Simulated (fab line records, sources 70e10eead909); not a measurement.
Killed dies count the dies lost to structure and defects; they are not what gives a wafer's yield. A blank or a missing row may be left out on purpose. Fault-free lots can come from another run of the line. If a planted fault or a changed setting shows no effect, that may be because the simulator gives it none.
fab line records + flow nand-harc
record
- lots=5
- wafers=15
- last-day=25
route steps=1159 shown THIN_TSV@1139
lots that met no fault: from a run of the same line without faults
start-h: the number of hours between the record's first day and the start of the first shown wafer of the lot + wait-h: hours from the lot's prior step to this one + " repeats the value in the row above + L1.1+2: several wafers, shown together as one row + - either no value or no given start + * or withheld: withheld + < > ~ a bound
route shown NAME@n: a module of which the file shows steps, and the number in the route of the first + usual: mean and standard deviation over wafers with no fault + same: alike in all rows + chamber/n: place in a boat + sites: the reading at each site + _std_site: standard deviation across them + _edge_site: outer sites' mean less inner sites' + radius-mm: how far each site lies from the wafer's centre + mask NAME#n: copy n + behind: the tool/chamber that last shaped the wafer + hold: what put the lot on hold/how long, in hours/how the hold closed + device: names the non-switching transistor (n, p or np) + end of line: the tests these same wafers got at the end of their route + a step given without rows: its recipe and nothing more + killed: the dies lost at the first sort to structure and to defects; this is not the yield of the wafer + map: dies across one wafer; x = killed, . = not, _ = none there
set.NAME: the setting the step ran with; set.NAME@STEP: the setting that earlier step ran with + model.NAME: the simulator's own value behind a step, which no gauge read
certain route steps with their lots: each step a table, each wafer a row
services: a tool's chamber out of use, with start hour (start-h, from the record's first day; less than 0 if before it), hours out, and reason
## steps
# step NHARC_THIN_TSV_PVD_24
# recipe
- target-thk-a=8000
- power-w=withheld
- chamber-pressure-pa=withheld
- substrate-temp-c=withheld
- time-s=withheld
- gas=Ar
- material=Al
# step NHARC_THIN_TSV_DEHYDRATE_25
# recipe
- temp-c=150
- time-s=120
# step NHARC_THIN_TSV_HMDS_26
# recipe
- time-s=30
# step NHARC_THIN_TSV_COAT_27
# recipe
- spin-rpm=*
# step NHARC_THIN_TSV_SOFTBAKE_28
# recipe
- temp-c=122
- time-s=95
# step NHARC_THIN_TSV_EBR_29
# step NHARC_THIN_TSV_EXPOSE_30
# recipe
- na=0.55
- dose-mj=11.47
- mask-id=PAD
# step NHARC_THIN_TSV_PEB_31
# recipe
- peb-temp-c=118
- peb-time-s=85
# step NHARC_THIN_TSV_DEVELOP_32
# recipe
- time-s=70
# step NHARC_THIN_TSV_CD_MEAS_33
# recipe
- target-cd-nm=5000
- landing-energy-ev=500
# usual
- cd-nm=5000.3/1.8
| lot.wafer | tool      | chamber | start-h | wait-h | cd-nm  |
|-----------|-----------|---------|---------|--------|--------|
| L273.2    | cd-sem-02 | 0       | 456.46  | -      | 4997.1 |
| L273.4    | "         | 0       | "       | "      | 4998.2 |
| L273.5    | "         | 0       | "       | "      | 5002.7 |
| L279.1    | cd-sem-02 | 0       | 487.45  | -      | 5001.6 |
| L279.5    | "         | 0       | "       | "      | 5002.0 |
| L279.6    | "         | 0       | "       | "      | 5001.6 |
| L286.2    | cd-sem-01 | 0       | 554.57  | -      | 5002.6 |
| L286.4    | "         | 0       | "       | "      | 5002.5 |
| L286.5    | "         | 0       | "       | "      | 5002.8 |
| L289.1    | cd-sem-03 | 0       | 555.76  | -      | 5000.9 |
| L289.5    | "         | 0       | "       | "      | 4999.6 |
| L289.6    | "         | 0       | "       | "      | 5001.2 |
| L293.2    | cd-sem-03 | 0       | 576.65  | -      | 5000.3 |
| L293.3    | "         | 0       | "       | "      | 4997.8 |
| L293.6    | "         | 0       | "       | "      | 4997.4 |
# step NHARC_THIN_TSV_HARDBAKE_34
# recipe
- temp-c=125
- time-s=80
# step NHARC_THIN_TSV_DESCUM_35
# recipe
- time-s=3
- o2-flow-sccm=200
- ar-flow-sccm=0
- bias-power-w=0
- chemistry=O2
# usual
- drypump-motor-current-A=5.7/0.42
- mfc-ar-sccm=0.007/0.01
- oes-product-au=1.001/0.0096
- rf-vpp-V=57.6/0.91
- showerhead-plenum-p-Torr=1.88/0.063
- throttle-valve-pct=11.311/0.0081
| lot.wafer | tool        | chamber | start-h | wait-h | drypump-motor-current-A | mfc-ar-sccm | oes-product-au | rf-hours-counter-h | rf-vpp-V | showerhead-plenum-p-Torr | throttle-valve-pct |
|-----------|-------------|---------|---------|--------|-------------------------|-------------|----------------|--------------------|----------|--------------------------|--------------------|
| L273.2    | rie-diel-10 | 1       | 456.62  | -      | 5.3                     | 0           | 0.982          | 6                  | 57.1     | 1.87                     | 11.315             |
| L273.4    | "           | 1       | "       | "      | 5.3                     | 0           | 0.991          | -                  | 56.8     | 1.87                     | 11.304             |
| L273.5    | "           | 2       | "       | "      | 6.1                     | 0.009       | 1.012          | -                  | 58.3     | 1.93                     | 11.300             |
| L279.1    | rie-diel-02 | 3       | 487.61  | -      | 6.1                     | 0.018       | 1.010          | 16                 | 57.1     | 1.77                     | 11.304             |
| L279.5    | "           | 3       | "       | "      | 6.1                     | 0.018       | 1.002          | -                  | 56.5     | 1.77                     | 11.309             |
| L279.6    | "           | 0       | "       | "      | 5.5                     | 0           | 0.994          | -                  | 57.0     | 1.93                     | 11.331             |
| L286.4    | rie-diel-01 | 0       | 554.73  | -      | 6.3                     | 0.013       | 1.011          | 3                  | 58.4     | 1.92                     | 11.323             |
| L286.2    | "           | 2       | "       | "      | 5.1                     | 0.005       | 1.001          | 3                  | 58.3     | 1.94                     | 11.310             |
| L286.5    | "           | 0       | "       | "      | 6.4                     | 0.013       | 1.003          | -                  | 59.5     | 1.92                     | 11.318             |
| L289.1    | rie-diel-10 | 3       | 555.95  | -      | 5.1                     | 0           | 1.011          | 1                  | 58.1     | 1.90                     | 11.304             |
| L289.5    | "           | 1       | "       | "      | 5.3                     | 0           | 0.975          | -                  | 56.1     | 1.86                     | 11.311             |
| L289.6    | "           | 2       | "       | "      | 6.1                     | 0.009       | 0.998          | -                  | 57.2     | 1.93                     | 11.303             |
| L293.3    | rie-diel-01 | 3       | 576.82  | -      | 5.6                     | 0.034       | 0.998          | 4                  | 59.2     | 1.80                     | 11.308             |
| L293.2    | "           | 1       | "       | "      | 5.6                     | 0           | 1.007          | 4                  | 58.6     | 1.93                     | 11.300             |
| L293.6    | "           | 3       | "       | "      | 5.5                     | 0.034       | 0.992          | -                  | 56.4     | 1.80                     | 11.302             |
# step NHARC_THIN_TSV_ETCH_59
# recipe
- target-depth-a=8800
- icp-w=900
- bias-w=100
- Cl2_flow_sccm=60
- bcl3-flow-sccm=30
- time-s=138.1
- chemistry=Cl2/BCl3
# usual
- bcl3-flow-sccm=30.00/0.082
- drypump-motor-current-A=5.7/0.41
- he-backside-leak-sccm=3.4/0.32
- mfc-cl2-sccm=60.03/0.17
- oes-product-au=1.002/0.0092
- rf-fwd-power-W=896/3.1
- throttle-valve-pct=22.266/0.0092
| lot.wafer | tool         | chamber | start-h | wait-h | bcl3-flow-sccm | drypump-motor-current-A | he-backside-leak-sccm | mfc-cl2-sccm | oes-product-au | rf-fwd-power-W | rf-hours-counter-h | throttle-valve-pct |
|-----------|--------------|---------|---------|--------|----------------|-------------------------|-----------------------|--------------|----------------|----------------|--------------------|--------------------|
| L273.2    | rie-metal-02 | 1       | 456.78  | 0.1    | 29.98          | 6.5                     | 2.9                   | 60.06        | 0.988          | 895            | 1.3                | 22.256             |
| L273.4    | "            | 0       | "       | "      | 30.03          | 5.1                     | 3.5                   | 60.25        | 1.012          | 889            | -                  | 22.260             |
| L273.5    | "            | 1       | "       | "      | 29.89          | 6.5                     | 3.1                   | 60.11        | 1.001          | 896            | -                  | 22.260             |
| L279.1    | rie-metal-03 | 0       | 487.74  | 0.1    | 29.95          | 5.5                     | 3.1                   | 60.03        | 1.018          | 897            | 1.0                | 22.275             |
| L279.5    | "            | 0       | "       | "      | 29.91          | 5.5                     | 3.5                   | 60.01        | 1.006          | 896            | -                  | 22.261             |
| L279.6    | "            | 1       | "       | "      | 29.94          | 5.7                     | 3.7                   | 60.06        | 1.009          | 896            | -                  | 22.266             |
| L286.2    | rie-metal-02 | 0       | 554.86  | 0.1    | 29.77          | 5.1                     | 3.6                   | 59.95        | 1.012          | 892            | 4.2                | 22.255             |
| L286.4    | "            | 1       | "       | "      | 30.00          | 6.5                     | 3.0                   | 60.00        | 0.922          | 895            | -                  | 22.258             |
| L286.5    | "            | 1       | "       | "      | 29.93          | 6.5                     | 3.0                   | 60.20        | 1.004          | 897            | -                  | 22.278             |
| L289.1    | rie-metal-03 | 0       | 556.09  | 0.1    | 29.86          | 5.5                     | 3.5                   | 60.13        | 1.008          | 894            | 3.1                | 22.252             |
| L289.5    | "            | 1       | "       | "      | 30.12          | 5.7                     | 3.8                   | 59.80        | 1.011          | 898            | -                  | 22.265             |
| L289.6    | "            | 0       | "       | "      | 29.98          | 5.6                     | 3.2                   | 59.60        | 1.004          | 896            | -                  | 22.277             |
| L293.2    | rie-metal-03 | 0       | 576.94  | 0.1    | 29.98          | 5.5                     | 3.3                   | 59.98        | 1.010          | 899            | 4.0                | 22.263             |
| L293.3    | "            | 0       | "       | "      | 29.89          | 5.5                     | 3.4                   | 60.04        | 1.003          | 900            | -                  | 22.271             |
| L293.6    | "            | 0       | "       | "      | 30.09          | 5.5                     | 3.5                   | 59.95        | 1.001          | 898            | -                  | 22.272             |
# step NHARC_THIN_TSV_ETCH_36
# recipe
- target-depth-a=650
- over-etch-frac=0.3
- time-s=18.571
- ion-energy-ev=150
- chemistry=Cl2/BCl3
# usual
- drypump-motor-current-A=5.7/0.41
- he-backside-leak-sccm=3.41/0.21
- oes-product-au=1.003/0.011
| lot.wafer | tool         | chamber | start-h | wait-h | drypump-motor-current-A | he-backside-leak-sccm | oes-product-au | rf-hours-counter-h |
|-----------|--------------|---------|---------|--------|-------------------------|-----------------------|----------------|--------------------|
| L273.2    | rie-metal-02 | 0       | 457.04  | 0.2    | 5.1                     | 3.53                  | 0.999          | 1.4                |
| L273.4    | "            | 1       | "       | "      | 6.5                     | 3.26                  | 0.992          | -                  |
| L273.5    | "            | 0       | "       | "      | 5.1                     | 3.41                  | 1.002          | -                  |
| L279.1    | rie-metal-03 | 1       | 488.00  | 0.2    | 5.7                     | 3.66                  | 1.010          | 1.2                |
| L279.5    | "            | 0       | "       | "      | 5.6                     | 3.45                  | 1.025          | -                  |
| L279.6    | "            | 1       | "       | "      | 5.7                     | 3.78                  | 1.003          | -                  |
| L286.2    | rie-metal-02 | 0       | 555.12  | 0.2    | 5.1                     | 3.57                  | 1.002          | 4.4                |
| L286.4    | "            | 0       | "       | "      | 5.1                     | 3.61                  | 1.005          | -                  |
| L286.5    | "            | 1       | "       | "      | 6.5                     | 3.15                  | 0.996          | -                  |
| L289.1    | rie-metal-03 | 1       | 556.32  | 0.2    | 5.7                     | 3.62                  | 1.011          | 3.3                |
| L289.5    | "            | 0       | "       | "      | 5.5                     | 3.36                  | 1.003          | -                  |
| L289.6    | "            | 1       | "       | "      | 5.7                     | 3.54                  | 1.009          | -                  |
| L293.2    | rie-metal-03 | 0       | 577.21  | 0.2    | 5.6                     | 3.31                  | 1.018          | 4.1                |
| L293.3    | "            | 0       | "       | "      | 5.5                     | 3.26                  | 1.020          | -                  |
| L293.6    | "            | 0       | "       | "      | 5.5                     | 3.40                  | 1.016          | -                  |
## services
| tool         | chamber | start-h | hours | kind       |
|--------------|---------|---------|-------|------------|
| rie-diel-01  | 3       | 435.57  | 9.0   | repair     |
| rie-diel-10  | 0       | 436.02  | -     | clean      |
| rie-diel-10  | 1       | 436.02  | -     | clean      |
| rie-diel-10  | 2       | 436.02  | -     | clean      |
| rie-diel-10  | 3       | 436.02  | -     | clean      |
| rie-diel-01  | 0       | 446.32  | -     | clean      |
| rie-metal-03 | -       | 453.00  | 9.0   | pm         |
| rie-metal-03 | 0       | 453.00  | 9.0   | vent-cycle |
| rie-metal-03 | 1       | 453.00  | 9.0   | vent-cycle |
| rie-diel-10  | 0       | 456.52  | 8.1   | repair     |
| rie-metal-03 | 0       | 462.00  | -     | clean      |
| rie-metal-03 | 1       | 462.00  | -     | clean      |
| rie-diel-10  | -       | 473.57  | 0.6   | repair     |
| rie-diel-01  | 0       | 476.86  | 2.6   | repair     |
| rie-diel-01  | -       | 491.80  | 9.0   | pm         |
| rie-diel-02  | -       | 505.34  | 9.0   | pm         |
| rie-diel-01  | -       | 515.22  | 0.3   | repair     |
| rie-diel-10  | -       | 530.50  | 9.0   | pm         |
| rie-metal-02 | -       | 565.00  | 9.0   | pm         |
| rie-metal-02 | 0       | 565.00  | 9.0   | vent-cycle |
| rie-metal-02 | 1       | 565.00  | 9.0   | vent-cycle |
| rie-diel-10  | 0       | 567.42  | 21.3  | repair     |
| rie-metal-02 | 0       | 574.00  | -     | clean      |
| rie-metal-02 | 1       | 574.00  | -     | clean      |
## key
first-sign
- step=NHARC_THIN_TSV_ETCH_59
- reading=oes-product-au
- direction=down
- sigmas=8.7
- usual=1.002
- struck=0.922
effect none on later readings
met-at NHARC_THIN_TSV_ETCH_59
struck-wafers L286.4
later-rows-left-out L286.4
sort-left-out L286.4
onset-between 456.78 554.86
fault
- kind=process-parameter-drift
- tool=rie-metal-02
- chamber=-
- onset-h=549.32
- steps=NHARC_THIN_TSV_ETCH_59
- channel=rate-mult
- offset=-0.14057
- shape=step
- end-h=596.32
- scope=struck-wafers-only
# sort-left-out: the simulated sort isn't trusted on such a fault, so these wafers' sort isn't shown, and their yield isn't known
# later-rows-left-out: the simulator's readings of these wafers behind a module that went badly wrong aren't trusted and aren't shown, but for the sort
